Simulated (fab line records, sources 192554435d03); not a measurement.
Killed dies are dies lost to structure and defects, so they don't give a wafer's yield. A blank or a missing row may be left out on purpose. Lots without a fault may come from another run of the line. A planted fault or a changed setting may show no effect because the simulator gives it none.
fab line records | flow n5_finfet
record lots=7 wafers=39
route steps=1938 shown FIN_SAQP@125 DUMMY_GATE@214 HKMG_FIN@406 MOL_CONTACT_COAG@532 PASSIVATION@1936
start_h: hours from the record's first day to the start of the lot's first wafer shown | wait_h: hours since the lot's step before | " the same as in the row above | L1.1+2: a row that stands for several wafers | - no value, or no start given | * or withheld: withheld | < > ~ a bound
route shown NAME@n: a module of which the file shows steps, and the number in the route of the first | usual: mean/standard deviation of fault-free wafers | same: alike in all rows | chamber/n: place in a boat | sites: the reading at each site | _std_site: their standard deviation | _edge_site: outer sites' mean less inner sites' | radius_mm: how far each site lies from the wafer's centre | mask NAME#n: copy n | behind: the tool/chamber that last shaped the wafer | hold: why the lot was held/for how many hours/how that ended | device: the transistor (n, p or np) that didn't switch | end of line: the same wafers' tests at the end of the route | a step without rows: its recipe alone | killed: dies lost to structure and defects at the first sort, not the wafer's yield | map: a wafer's dies, x killed, . not, _ none there
set.NAME: the setting as run; set.NAME@STEP: as run at that earlier step | model.NAME: the simulator's own value behind a step, which no gauge read
lots whose settings were changed on purpose; a table a step, a row a wafer
## steps
# step N5_FIN_SAQP_SPACER1_ALD_24
# recipe material=SiO2 target_thk_a=203 temp_c=300 ald_precursor_family=BDEAS ald_co_reactant=O2-plasma pulse_time_s=1 purge_time_s=2 co_reactant_purge_time_s=2 ald_cycles=218 pressure_torr=2
# step N5_FIN_SAQP_SPACER2_ALD_28
# recipe material=SiO2 target_thk_a=81 temp_c=300 ald_precursor_family=BDEAS ald_co_reactant=O2-plasma pulse_time_s=1 purge_time_s=2 co_reactant_purge_time_s=2 pressure_torr=2
# step N5_DUMMY_GATE_ALD_02
# recipe material=SiO2 target_thk_a=20 temp_c=300 ald_precursor_family=BDEAS ald_co_reactant=O2-plasma pulse_time_s=1 pressure_torr=2
# step N5_HKMG_FIN_ETCH_58
# recipe chemistry=N2/H2 target=SOC target_depth_a=2158 ion_energy_ev=50 bias_w=13 time_s=741 pressure_mtorr=30 source_w=875 n2_flow_sccm=200 h2_flow_sccm=200
# step N5_MOL_CONTACT_COAG_ETCH_106
# recipe chemistry=N2/H2 target=SOC target_depth_a=800 overetch_a=160 mask_material=SiARC temp_c=40 time_s=120 ion_energy_ev=200 pressure_mtorr=30 source_w=840 bias_w=150 n2_flow_sccm=200 h2_flow_sccm=200
# step N5_MOL_CONTACT_COAG_ETCHBACK_136
# recipe chemistry=CHF3 target=SiO2 target_depth_a=250 time_s=16.7 ion_energy_ev=200 pressure_mtorr=30 source_w=610 bias_w=170 Ar_flow_sccm=200 CHF3_flow_sccm=50
# step N5_PASSIVATION_PROBE_49
# usual killed_at_front_end=39/11 sort_bin_5_function=5.3/1 sort_n_pass=1075/17 sort_yield_pct=91.1/1.4
# columns lot.wafer tool chamber start_h wait_h set.ald_cycles@FIN_SAQP_SPACER1_ALD_24 set.temp_c@FIN_SAQP_SPACER2_ALD_28 set.temp_c@DUMMY_GATE_ALD_02 set.target_depth_a@HKMG_FIN_ETCH_58 set.target_depth_a@MOL_CONTACT_COAG_ETCH_106 set.target_depth_a@MOL_CONTACT_COAG_ETCHBACK_136 killed_at_front_end sort_bin_5_function[%] sort_n_pass sort_yield_pct[%]
L074.1 prober-02 - 292.01 0.0 218 300 300 2158 800 236.6 43 5.5 1070 90.7
L074.2 prober-02 - 292.06 0.1 218 300 285.9 2158 800 236.6 40 5.8 1033 87.5
L074.3 prober-02 - 292.11 0.1 218 300 300 2158 800 250 43 4.3 1013 85.8
L074.4 prober-02 - 292.16 0.2 218 300 285.9 1913 800 250 92 5.3 1010 85.6
L074.5 prober-02 - 292.21 0.2 218 300 285.9 1913 800 250 44 5.5 1081 91.6
L074.6 prober-02 - 292.26 0.3 218 300 300 1913 800 236.6 51 4.5 1069 90.6
L077.1 prober-01 - 297.32 0.0 218 286.7 300 2158 800 250 54 5.3 1065 90.3
L077.2 prober-01 - 297.37 0.1 187 286.7 300 2158 895.1 250 94 9.5 1018 86.3
L077.3 prober-01 - 297.42 0.1 187 286.7 300 2158 800 231.6 98 9.9 1021 86.5
L077.4 prober-01 - 297.47 0.2 218 300 300 2158 895.1 250 36 4.7 952 80.7
L077.5 prober-01 - 297.52 0.2 187 300 300 2158 895.1 231.6 105 10.1 1019 86.4
L077.6 prober-01 - 297.57 0.3 218 300 300 2158 800 231.6 40 5.6 1074 91.0
L084.1 prober-02 - 333.56 0.4 218 300 292 1963 749.4 250 40 4.6 1084 91.9
L084.2 prober-02 - 333.61 0.4 218 300 292 1963 800 250 22 4.2 1095 92.8
L084.3 prober-02 - 333.66 0.5 218 305.2 300 1963 749.4 275.8 73 3.9 923 78.2
L084.4 prober-02 - 333.71 0.5 218 305.2 300 2158 749.4 275.8 23 4.8 1088 92.2
L084.5 prober-02 - 333.76 0.6 218 305.2 292 2158 800 275.8 37 5.0 1080 91.5
L084.6 prober-02 - 333.81 0.6 218 300 300 2158 800 250 76 4.0 1048 88.8
L088.2 prober-02 - 384.63 0.1 218 300 300 2158 800 250 36 4.5 1082 91.7
L088.3 prober-02 - 384.68 0.1 218 300 300 2158 800 250 32 4.1 1104 93.6
L088.5 prober-02 - 384.78 0.2 218 300 300 2158 800 250 31 4.8 1075 91.1
L092.1 prober-01 - 390.65 0.0 218 305.2 300 2158 800 274.7 37 4.6 1091 92.5
L092.2 prober-01 - 390.70 0.1 246 305.2 300 2337 800 250 577 50.4 526 44.6
L092.3 prober-01 - 390.75 0.1 246 305.2 300 2158 800 250 574 49.9 552 46.8
L092.4 prober-01 - 390.80 0.2 246 300 300 2337 800 274.7 591 51.9 530 44.9
L092.5 prober-01 - 390.85 0.2 218 300 300 2158 800 274.7 61 4.8 1064 90.2
L092.6 prober-01 - 390.90 0.3 218 300 300 2337 800 250 59 5.6 1064 90.2
L096.1 prober-02 - 404.74 0.0 218 308 300 2158 800 250 35 5.2 1090 92.4
L096.2 prober-02 - 404.79 0.1 218 300 310.7 2037 714.6 250 26 5.3 1069 90.6
L096.3 prober-02 - 404.84 0.1 255 308 310.7 2037 714.6 239.4 1050 92.0 45 3.8
L096.4 prober-02 - 404.89 0.2 218 308 310.7 2158 800 239.4 45 5.1 1082 91.7
L096.5 prober-02 - 404.94 0.2 255 300 300 2037 800 250 1061 92.2 47 4.0
L096.6 prober-02 - 404.99 0.3 255 300 300 2158 714.6 239.4 1052 92.3 50 4.2
L097.1 prober-02 - 414.09 0.0 218 293.7 296.2 2158 757.3 275.6 39 4.3 1078 91.4
L097.2 prober-02 - 414.14 0.1 218 300 296.2 2158 800 250 52 4.7 1072 90.8
L097.3 prober-02 - 414.19 0.1 218 293.7 296.2 2296 800 275.6 50 5.4 1075 91.1
L097.4 prober-02 - 414.24 0.2 218 300 300 2296 757.3 250 50 5.7 1056 89.5
L097.5 prober-02 - 414.29 0.2 218 293.7 300 2296 757.3 275.6 47 5.0 1073 90.9
L097.6 prober-02 - 414.34 0.3 218 300 300 2158 800 250 36 4.2 1092 92.5
# killed by level:class
L074.1 FIN_SAQP:geometric_particle:open=14 BEOL_M0_SAQP:geometric_particle:open=10 FIN_SAQP:geometric_particle:short=9 BEOL_M4:geometric_particle:open=9 BEOL_M3:geometric_particle:open=9 BEOL_M0_SAQP:geometric_particle:short=8 MOL_CONTACT_COAG:geometric_particle:open=7 GATE_CUT:geometric_particle:short=5
L074.2 MOL_CONTACT_COAG:geometric_particle:open=16 BEOL_M2:geometric_particle:open=9 FIN_SAQP:geometric_particle:open=8 FIN_SAQP:geometric_particle:short=8 BEOL_M4:geometric_particle:open=8 BEOL_M1:geometric_particle:open=7 BEOL_M3:geometric_particle:open=7 GATE_CUT:geometric_particle:short=6
L074.3 FIN_SAQP:geometric_particle:open=10 BEOL_M0_SAQP:geometric_particle:open=10 MOL_CONTACT_COAG:geometric_particle:open=8 BEOL_M0_SAQP:geometric_particle:short=7 DUMMY_GATE:geometric_particle:open=6 STI_FIN_REVEAL:geometric_particle:open=5 BEOL_M3:geometric_particle:open=5 BEOL_M4:geometric_particle:open=5
L074.4 HKMG_FIN:area_ald=48 BEOL_M0_SAQP:geometric_particle:open=18 MOL_CONTACT_COAG:geometric_particle:open=15 BEOL_M0_SAQP:geometric_particle:short=13 BEOL_M4:geometric_particle:open=8 HKMG_FIN:area_etch=7 FIN_SAQP:geometric_particle:short=6 STI_FIN_REVEAL:geometric_particle:open=5
L074.5 MOL_CONTACT_COAG:geometric_particle:open=11 DUMMY_GATE:geometric_particle:open=10 BEOL_M4:geometric_particle:open=9 STI_FIN_REVEAL:geometric_particle:open=8 BEOL_M0_SAQP:geometric_particle:open=6 BEOL_M0_SAQP:geometric_particle:short=5 BEOL_M3:geometric_particle:open=5 FIN_SAQP:geometric_particle:open=4
L074.6 HKMG_FIN:area_etch=16 STI_FIN_REVEAL:geometric_particle:open=10 BEOL_M4:geometric_particle:open=10 MOL_CONTACT_COAG:geometric_particle:open=8 BEOL_M0_SAQP:geometric_particle:short=8 BEOL_M0_SAQP:geometric_particle:open=7 DUMMY_GATE:geometric_particle:open=6 BEOL_M3:geometric_particle:open=5
L077.1 STI_FIN_REVEAL:geometric_particle:open=21 MOL_CONTACT_COAG:geometric_particle:open=15 BEOL_M3:geometric_particle:open=8 FIN_SAQP:geometric_particle:short=7 BEOL_M1:geometric_particle:open=7 FIN_SAQP:geometric_particle:open=6 BEOL_M3:geometric_particle:short=5 DUMMY_GATE:geometric_particle:open=4
L077.2 FIN_SAQP:area_ald=43 MOL_CONTACT_COAG:geometric_particle:open=16 STI_FIN_REVEAL:geometric_particle:open=10 DUMMY_GATE:geometric_particle:open=7 BEOL_M2:geometric_particle:open=7 BEOL_M1:geometric_particle:open=7 FIN_SAQP:geometric_particle:short=6 BEOL_M0_SAQP:geometric_particle:open=5
L077.3 FIN_SAQP:area_ald=54 STI_FIN_REVEAL:geometric_particle:open=10 MOL_CONTACT_COAG:geometric_particle:open=10 FIN_SAQP:geometric_particle:open=9 BEOL_M1:geometric_particle:open=7 BEOL_M2:geometric_particle:open=6 DUMMY_GATE:geometric_particle:open=5 GATE_CUT:geometric_particle:short=4
L077.4 MOL_CONTACT_COAG:geometric_particle:open=12 BEOL_M3:geometric_particle:open=11 FIN_SAQP:geometric_particle:open=10 STI_FIN_REVEAL:geometric_particle:open=6 FIN_SAQP:geometric_particle:short=5 BEOL_M0_SAQP:geometric_particle:open=5 BEOL_M0_SAQP:geometric_particle:short=5 FIN_CUT:geometric_particle:short=3
L077.5 FIN_SAQP:area_ald=64 BEOL_M1:geometric_particle:open=10 BEOL_M3:geometric_particle:open=9 FIN_SAQP:geometric_particle:open=8 BEOL_M2:geometric_particle:open=7 BEOL_M0_SAQP:geometric_particle:short=7 BEOL_M0_SAQP:geometric_particle:open=7 FIN_SAQP:geometric_particle:short=5
L077.6 BEOL_M0_SAQP:geometric_particle:open=12 BEOL_M1:geometric_particle:open=12 BEOL_M0_SAQP:geometric_particle:short=9 FIN_SAQP:geometric_particle:short=8 STI_FIN_REVEAL:geometric_particle:open=8 MOL_CONTACT_COAG:geometric_particle:open=8 BEOL_M3:geometric_particle:open=7 FIN_SAQP:geometric_particle:open=4
L084.1 BEOL_M3:geometric_particle:open=12 HKMG_FIN:area_ald=12 BEOL_M4:geometric_particle:open=8 BEOL_M2:geometric_particle:open=8 STI_FIN_REVEAL:geometric_particle:open=7 MOL_CONTACT_COAG:geometric_particle:open=4 BEOL_M0_SAQP:geometric_particle:open=4 GATE_CUT:geometric_particle:short=3
L084.2 MOL_CONTACT_COAG:geometric_particle:open=13 BEOL_M0_SAQP:geometric_particle:short=11 BEOL_M4:geometric_particle:open=11 BEOL_M0_SAQP:geometric_particle:open=8 GATE_CUT:geometric_particle:short=4 FIN_SAQP:geometric_particle:short=3 GATE_CUT:geometric_particle:open=3 BEOL_M3:geometric_particle:open=3
L084.3 HKMG_FIN:area_ald=50 BEOL_M0_SAQP:geometric_particle:short=9 MOL_CONTACT_COAG:geometric_particle:open=8 BEOL_M0_SAQP:geometric_particle:open=7 BEOL_M2:geometric_particle:open=7 BEOL_M3:geometric_particle:open=7 BEOL_M0:geometric_particle:open=6 FIN_SAQP:geometric_particle:short=5
L084.4 MOL_CONTACT_COAG:geometric_particle:open=11 BEOL_M4:geometric_particle:open=11 BEOL_M0_SAQP:geometric_particle:open=8 BEOL_M2:geometric_particle:open=6 DUMMY_GATE:geometric_particle:open=5 GATE_CUT:geometric_particle:short=5 BEOL_M0:geometric_particle:open=5 BEOL_M3:geometric_particle:open=5
L084.5 BEOL_M4:geometric_particle:open=12 MOL_CONTACT_COAG:geometric_particle:open=11 BEOL_M2:geometric_particle:open=9 STI_FIN_REVEAL:geometric_particle:open=7 DUMMY_GATE:geometric_particle:open=7 FIN_SAQP:geometric_particle:short=5 BEOL_M1:geometric_particle:open=5 FIN_SAQP:geometric_particle:open=4
L084.6 HKMG_FIN:area_ald=56 BEOL_M2:geometric_particle:open=10 BEOL_M3:geometric_particle:open=9 BEOL_M0_SAQP:geometric_particle:short=8 STARTING-WAFER:geometric_particle:open=7 BEOL_M4:geometric_particle:open=7 MOL_CONTACT_COAG:geometric_particle:open=6 DUMMY_GATE:geometric_particle:open=5
L088.2 MOL_CONTACT_COAG:geometric_particle:open=17 FIN_SAQP:geometric_particle:open=9 BEOL_M0_SAQP:geometric_particle:short=9 BEOL_M0_SAQP:geometric_particle:open=9 FIN_SAQP:geometric_particle:short=6 BEOL_M2:geometric_particle:open=6 BEOL_M3:geometric_particle:open=4 BEOL_M8:geometric_particle:open=4
L088.3 MOL_CONTACT_COAG:geometric_particle:open=10 FIN_SAQP:geometric_particle:open=8 DUMMY_GATE:geometric_particle:open=5 BEOL_M0_SAQP:geometric_particle:open=5 BEOL_M0_SAQP:geometric_particle:short=5 STI_FIN_REVEAL:geometric_particle:open=4 FIN_SAQP:geometric_particle:short=3 MOL_CONTACT_COAG:geometric_particle:short=3
L088.5 MOL_CONTACT_COAG:geometric_particle:open=13 BEOL_M2:geometric_particle:open=13 BEOL_M0_SAQP:geometric_particle:open=9 BEOL_M3:geometric_particle:open=8 BEOL_M0_SAQP:geometric_particle:short=8 FIN_SAQP:geometric_particle:open=7 STARTING-WAFER:geometric_particle:open=5 BEOL_M4:geometric_particle:open=4
L092.1 BEOL_M0_SAQP:geometric_particle:open=13 FIN_SAQP:geometric_particle:short=10 DUMMY_GATE:geometric_particle:open=7 BEOL_M1:geometric_particle:open=7 BEOL_M0_SAQP:geometric_particle:short=6 STI_FIN_REVEAL:geometric_particle:open=5 BEOL_M2:geometric_particle:open=5 FIN_SAQP:geometric_particle:open=4
L092.2 FIN_SAQP:area_ald=512 FIN_SAQP:geometric_particle:short=14 MOL_CONTACT_COAG:geometric_particle:open=14 BEOL_M0_SAQP:geometric_particle:short=11 BEOL_M0_SAQP:geometric_particle:open=11 GATE_CUT:geometric_particle:short=9 FIN_SAQP:geometric_particle:open=8 BEOL_M1:geometric_particle:open=7
L092.3 FIN_SAQP:area_ald=523 FIN_SAQP:geometric_particle:short=14 STI_FIN_REVEAL:geometric_particle:open=10 MOL_CONTACT_COAG:geometric_particle:open=8 BEOL_M0_SAQP:geometric_particle:short=8 DUMMY_GATE:geometric_particle:open=6 BEOL_M1:geometric_particle:open=6 FIN_SAQP:geometric_particle:open=5
L092.4 FIN_SAQP:area_ald=518 FIN_SAQP:geometric_particle:short=17 MOL_CONTACT_COAG:geometric_particle:open=17 STI_FIN_REVEAL:geometric_particle:open=15 FIN_SAQP:geometric_particle:open=12 DUMMY_GATE:geometric_particle:open=7 BEOL_M0_SAQP:geometric_particle:open=7 BEOL_M1:geometric_particle:open=5
L092.5 FIN_SAQP:geometric_particle:short=22 STI_FIN_REVEAL:geometric_particle:open=11 BEOL_M0_SAQP:geometric_particle:open=10 BEOL_M1:geometric_particle:open=8 MOL_CONTACT_COAG:geometric_particle:open=7 GATE_CUT:geometric_particle:short=6 BEOL_M3:geometric_particle:open=6 STARTING-WAFER:geometric_particle:open=5
L092.6 STI_FIN_REVEAL:geometric_particle:open=13 BEOL_M1:geometric_particle:open=10 FIN_SAQP:geometric_particle:short=8 MOL_CONTACT_COAG:geometric_particle:open=8 FIN_SAQP:geometric_particle:open=7 GATE_CUT:geometric_particle:open=7 BEOL_M0_SAQP:geometric_particle:open=7 GATE_CUT:geometric_particle:short=5
L096.1 MOL_CONTACT_COAG:geometric_particle:open=19 BEOL_M0_SAQP:geometric_particle:short=11 FIN_SAQP:geometric_particle:short=9 STI_FIN_REVEAL:geometric_particle:open=6 BEOL_M0_SAQP:geometric_particle:open=6 DUMMY_GATE:geometric_particle:open=5 FIN_SAQP:geometric_particle:open=4 GATE_CUT:geometric_particle:short=3
L096.2 MOL_CONTACT_COAG:geometric_particle:open=21 BEOL_M0_SAQP:geometric_particle:short=11 BEOL_M0_SAQP:geometric_particle:open=10 FIN_SAQP:geometric_particle:open=9 BEOL_M5:geometric_particle:open=7 STI_FIN_REVEAL:geometric_particle:open=6 BEOL_M1:geometric_particle:open=5 FIN_SAQP:geometric_particle:short=4
L096.3 FIN_SAQP:area_ald=1005 MOL_CONTACT_COAG:geometric_particle:open=27 STI_FIN_REVEAL:geometric_particle:open=11 BEOL_M0_SAQP:geometric_particle:open=9 FIN_SAQP:geometric_particle:open=7 BEOL_M4:geometric_particle:open=7 BEOL_M0_SAQP:geometric_particle:short=6 BEOL_M2:geometric_particle:open=6
L096.4 FIN_SAQP:geometric_particle:short=14 FIN_SAQP:geometric_particle:open=12 MOL_CONTACT_COAG:geometric_particle:open=8 BEOL_M0_SAQP:geometric_particle:open=8 BEOL_M0_SAQP:geometric_particle:short=6 STI_FIN_REVEAL:geometric_particle:open=5 BEOL_M3:geometric_particle:short=5 BEOL_M3:geometric_particle:open=4
L096.5 FIN_SAQP:area_ald=1030 MOL_CONTACT_COAG:geometric_particle:open=15 BEOL_M0_SAQP:geometric_particle:short=15 FIN_SAQP:geometric_particle:short=7 STI_FIN_REVEAL:geometric_particle:open=7 BEOL_M0_SAQP:geometric_particle:open=7 BEOL_M3:geometric_particle:open=6 FIN_SAQP:geometric_particle:open=4
L096.6 FIN_SAQP:area_ald=1019 MOL_CONTACT_COAG:geometric_particle:open=21 STI_FIN_REVEAL:geometric_particle:open=11 FIN_SAQP:geometric_particle:open=6 BEOL_M5:geometric_particle:open=6 FIN_SAQP:geometric_particle:short=5 MOL_CONTACT_COAG:geometric_particle:short=5 BEOL_M2:geometric_particle:open=5
L097.1 STI_FIN_REVEAL:geometric_particle:open=12 MOL_CONTACT_COAG:geometric_particle:open=12 FIN_SAQP:geometric_particle:short=11 BEOL_M0_SAQP:geometric_particle:short=11 BEOL_M0_SAQP:geometric_particle:open=9 BEOL_M0:geometric_particle:open=7 FIN_SAQP:geometric_particle:open=5 GATE_CUT:geometric_particle:short=4
L097.2 STI_FIN_REVEAL:geometric_particle:open=11 HKMG_FIN:area_ald=11 FIN_SAQP:geometric_particle:short=10 BEOL_M0_SAQP:geometric_particle:open=10 MOL_CONTACT_COAG:geometric_particle:open=8 BEOL_M0_SAQP:geometric_particle:short=8 FIN_SAQP:geometric_particle:open=5 BEOL_M0:geometric_particle:open=5
L097.3 FIN_SAQP:geometric_particle:open=12 FIN_SAQP:geometric_particle:short=10 MOL_CONTACT_COAG:geometric_particle:open=10 BEOL_M0_SAQP:geometric_particle:short=10 HKMG_FIN:area_ald=9 BEOL_M0_SAQP:geometric_particle:open=7 BEOL_M1:geometric_particle:open=6 GATE_CUT:geometric_particle:short=5
L097.4 MOL_CONTACT_COAG:geometric_particle:open=13 BEOL_M0_SAQP:geometric_particle:open=11 FIN_SAQP:geometric_particle:open=9 FIN_SAQP:geometric_particle:short=8 BEOL_M0:geometric_particle:open=8 BEOL_M0_SAQP:geometric_particle:short=7 BEOL_M2:geometric_particle:open=7 BEOL_M1:geometric_particle:open=6
L097.5 MOL_CONTACT_COAG:geometric_particle:open=14 FIN_SAQP:geometric_particle:open=9 FIN_SAQP:geometric_particle:short=7 BEOL_M0_SAQP:geometric_particle:short=7 MOL_CONTACT_COAG:geometric_particle:short=7 STI_FIN_REVEAL:geometric_particle:open=6 GATE_CUT:geometric_particle:open=5 GATE_CUT:geometric_particle:short=5
L097.6 STI_FIN_REVEAL:geometric_particle:open=12 BEOL_M0_SAQP:geometric_particle:short=9 BEOL_M0_SAQP:geometric_particle:open=9 MOL_CONTACT_COAG:geometric_particle:open=8 FIN_SAQP:geometric_particle:short=7 BEOL_M0:geometric_particle:open=5 PASS1_CAP:geometric_particle:open=4 FIN_SAQP:geometric_particle:open=3
## key
split step=N5_FIN_SAQP_SPACER1_ALD_24 setting=ald_cycles stated_as=218
response step=N5_PASSIVATION_PROBE_49 reading=sort_n_pass slope=-38.8 per=1% together_with=all explained=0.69
response step=N5_PASSIVATION_PROBE_49 reading=sort_yield_pct slope=-3.29 per=1% together_with=all explained=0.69
response step=N5_PASSIVATION_PROBE_49 reading=killed_at_front_end slope=+37.2 per=1% together_with=all explained=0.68
response step=N5_PASSIVATION_PROBE_49 reading=sort_bin_5_function slope=+3.16 per=1% together_with=all explained=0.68
split step=N5_FIN_SAQP_SPACER2_ALD_28 setting=temp_c stated_as=300
response none clear
split step=N5_DUMMY_GATE_ALD_02 setting=temp_c stated_as=300
response none clear
split step=N5_HKMG_FIN_ETCH_58 setting=target_depth_a stated_as=2158
response none clear
split step=N5_MOL_CONTACT_COAG_ETCH_106 setting=target_depth_a stated_as=800
response none clear
split step=N5_MOL_CONTACT_COAG_ETCHBACK_136 setting=target_depth_a stated_as=250
response none clear
